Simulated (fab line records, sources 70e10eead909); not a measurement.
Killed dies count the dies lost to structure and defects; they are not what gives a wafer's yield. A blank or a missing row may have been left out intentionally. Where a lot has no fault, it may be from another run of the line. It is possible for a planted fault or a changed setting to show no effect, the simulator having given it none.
Matching of chambers -- flow nand-harc -- 4 sister chambers for NHARC_P_M2_DESCUM_14 on rie-diel-04
The step chemistry O2, time 3 s. 4 wafers are shown with their chamber, then 8 later ones without.

WAFERS PAIRED WITH THEIR CHAMBERS
wafer,chamber,drypump-motor-current-A (A)
L246.3,3,5.82
L248.4,0,6.22
L248.5,2,6.23
L255.1,1,5.64

WAFERS MISSING THEIR CHAMBER
wafer,drypump-motor-current-A (A)
L255.3,5.79
L255.5,6.21
L254.1,5.82
L254.2,6.23
L254.5,5.64
L256.1,5.67
L256.2,6.21
L256.6,6.23

WHICH CHAMBER EACH WENT THROUGH
wafer,from the rows above,in truth
L255.3,3,3
L255.5,can't be placed: 0 or 2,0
L254.1,3,3
L254.2,can't be placed: 2 or 0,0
L254.5,1,1
L256.1,1,1
L256.2,can't be placed: 0 or 2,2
L256.6,can't be placed: 2 or 0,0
4 of 8 placed correctly. Unplaceable from these rows: 4, with the true chamber sitting among the candidates in 4. Wrongly placed: 0.
How it was worked out, from the rows above alone: a wafer's distance from a chamber is the root of the sum, over the readings, of the square of ((its reading less the chamber's mean) divided by the reading's scatter). If the next closest chamber is less than 2 further off than the closest, the wafer can't be placed; otherwise it belongs to the closest. For every chamber, the mean is computed from those of its wafers that are shown. The scatter: with one shown wafer a chamber, the root of the mean of the squares of how far each hidden wafer lies from its nearest shown one.
